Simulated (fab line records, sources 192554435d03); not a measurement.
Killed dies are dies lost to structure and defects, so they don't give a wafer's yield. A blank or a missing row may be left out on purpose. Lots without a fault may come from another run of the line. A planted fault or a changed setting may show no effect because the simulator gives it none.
Chamber matching | flow n5_finfet | N5_FIN_SAQP_ETCH_34 on rie_diel-01: 4 sister chambers
The step etches SiO2 in C4F6/O2, target depth 45 nm, time 15 s. 8 wafers are shown with their chamber, then 8 later ones without.

WAFERS WITH THEIR CHAMBER
wafer  | chamber | showerhead_plenum_p_Torr (Torr) | rf_vpp_V (V)
L076.1 | 1       | 2.92                            | 685
L084.6 | 0       | 2.90                            | 672
L085.2 | 0       | 2.90                            | 671
L085.5 | 2       | 2.88                            | 655
L086.1 | 2       | 2.88                            | 655
L086.3 | 3       | 2.84                            | 673
L086.5 | 3       | 2.84                            | 673
L087.2 | 1       | 2.91                            | 680

WAFERS WITHOUT THEIR CHAMBER
wafer  | showerhead_plenum_p_Torr (Torr) | rf_vpp_V (V)
L087.3 | 2.84                            | 673
L087.6 | 2.91                            | 679
L092.3 | 2.87                            | 654
L092.5 | 2.90                            | 673
L092.6 | 2.84                            | 672
L097.3 | 2.90                            | 679
L097.4 | 2.83                            | 672
L097.5 | 2.83                            | 671

WHICH CHAMBER EACH WENT THROUGH
wafer  | from the rows above     | in truth
L087.3 | 3                       | 3
L087.6 | 1                       | 1
L092.3 | 2                       | 2
L092.5 | 0                       | 0
L092.6 | 3                       | 3
L097.3 | can't be placed: 0 or 1 | 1
L097.4 | 3                       | 3
L097.5 | 3                       | 3
Placed correctly: 7 of 8. Can't be placed from these rows: 1 (the true chamber is among the candidates in 1). Placed wrongly: 0.
How it was worked out, from the rows above alone: a wafer's distance from a chamber is the root of the sum, over the readings, of the square of ((its reading less the chamber's mean) divided by the reading's scatter). The wafer belongs to the nearest chamber; if the next one is less than 2 further off, it can't be placed. A chamber's mean is the mean of its shown wafers. The scatter: the root of (the sum of the squares of (reading less its chamber's mean) over the shown wafers, divided by (wafers less chambers)).
